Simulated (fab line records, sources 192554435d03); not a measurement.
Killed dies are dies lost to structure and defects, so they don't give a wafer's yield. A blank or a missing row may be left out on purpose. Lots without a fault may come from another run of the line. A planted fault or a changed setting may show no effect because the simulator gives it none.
One fault seen from 2 desks | flow n5_finfet | each desk has only its own numbers; what lay behind them comes last

THE METROLOGY DESK
What the gauges read, lot by lot, whatever tool the lot ran on: means of the sampled wafers that have a number. A lot is out of limits, marked OUT, if its mean lies more than 4 standard deviations from the usual mean; the brackets give that distance. Of its 10 readings 7 are shown: those that lie furthest out on some lot.
Columns: A = DIBL_N at N5_BEOL_M4_RC_MEAS_101, usual 35.8 mV/V; B = DIBL_P at N5_BEOL_M4_RC_MEAS_101, usual 35.3 mV/V; C = IOFF_P at N5_BEOL_M4_RC_MEAS_101, usual 0.194 nA/um; D = ION_P at N5_BEOL_M4_RC_MEAS_101, usual 456 uA/um; E = SS_N at N5_BEOL_M4_RC_MEAS_101, usual 71.4 mV/dec; F = SS_P at N5_BEOL_M4_RC_MEAS_101, usual 73.1 mV/dec; G = VT_N at N5_BEOL_M4_RC_MEAS_101, usual 251 mV
lot  | first seen here | A    | B    | C     | D   | E    | F    | G
L262 | day 10 07:59    | 36.6 | 36.7 | 0.207 | 457 | 71.5 | 73.6 | 251
L263 | day 10 23:08    | 35.6 | 38.1 | 0.194 | 457 | 71.8 | 73.4 | 250
L276 | day 14 01:35    | 35.0 | 34.1 | 0.183 | 453 | 71.3 | 73.1 | 254
L274 | day 14 05:40    | 38.0 | 35.0 | 0.206 | 460 | 72.2 | 73.4 | 248
L278 | day 14 15:12    | 36.7 | 35.5 | 0.174 | 447 | 72.1 | 73.7 | 251
L277 | day 14 15:55    | 38.0 | 35.8 | 0.191 | 454 | 72.0 | 73.0 | 248
L280 | day 15 02:43    | 33.5 | 32.6 | 0.156 | 450 | 70.8 | 72.3 | 252
L281 | day 15 08:19    | 35.1 | 36.1 | 0.190 | 461 | 71.4 | 73.2 | 253
This desk's finding: nothing out of limits on any of the 8 lots.

THE TOOL OWNER'S DESK: rie_diel-04
The tool's own readings at N5_MOL_CONTACT_COAG_ETCH_65 (etches underlayer in N2/H2, target depth 13 nm, time 10.4 s): means of the sampled wafers that have a number, for each lot that ran on this tool. A lot is out of limits, marked OUT, if its mean lies more than 4 standard deviations from the usual mean; the brackets give that distance.
Columns: A = chamber_pressure_mTorr at N5_MOL_CONTACT_COAG_ETCH_65, usual 30.003 mTorr; B = drypump_motor_current_A at N5_MOL_CONTACT_COAG_ETCH_65, usual 5.8 A; C = etch_rf_on_time_s at N5_MOL_CONTACT_COAG_ETCH_65, usual 10.55 s; D = oes_product_au at N5_MOL_CONTACT_COAG_ETCH_65, usual 0.66 a.u.; E = rf_vpp_V at N5_MOL_CONTACT_COAG_ETCH_65, usual 523.0 V; F = showerhead_plenum_p_Torr at N5_MOL_CONTACT_COAG_ETCH_65, usual 2.51 Torr; G = throttle_valve_pct at N5_MOL_CONTACT_COAG_ETCH_65, usual 17.85 %
lot  | first seen here | A      | B   | C               | D    | E     | F    | G
L263 | day 5 23:05     | 30.009 | 5.5 | 10.54           | 0.63 | 520.9 | 2.45 | 17.84
L274 | day 8 22:56     | 29.997 | 6.2 | 9.03 (-8.0) OUT | 0.79 | 525.0 | 2.58 | 17.94
L276 | day 9 09:01     | 30.011 | 5.9 | 9.52 (-5.4) OUT | 0.68 | 522.8 | 2.51 | 18.23
L277 | day 9 09:47     | 29.985 | 6.0 | 8.90 (-8.7) OUT | 0.79 | 524.0 | 2.51 | 17.86
This desk's finding: out of limits on L274, L276, L277; first on L274, day 8 22:56 (etch_rf_on_time_s at N5_MOL_CONTACT_COAG_ETCH_65). In limits: L263.

PUT TOGETHER
The tool owner's desk could have raised an alarm at day 8 22:56, on L274, L276, L277.
The metrology desk saw nothing out of limits.
The metrology desk has L274, L276, L277 on record, within its limits.
Of the lots named, all ran N5_MOL_CONTACT_COAG_ETCH_65 on rie_diel-04.

WHAT THE SIMULATOR HAD PUT IN
Process parameter drift: rie_diel-04, from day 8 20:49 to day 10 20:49, at N5_MOL_CONTACT_COAG_ETCH_65. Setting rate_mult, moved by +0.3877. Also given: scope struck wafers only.
Lots struck among those shown: L274, L276, L277.
Hours from the fault's start to each desk's first reading out of limits: the tool owner's desk, 2.
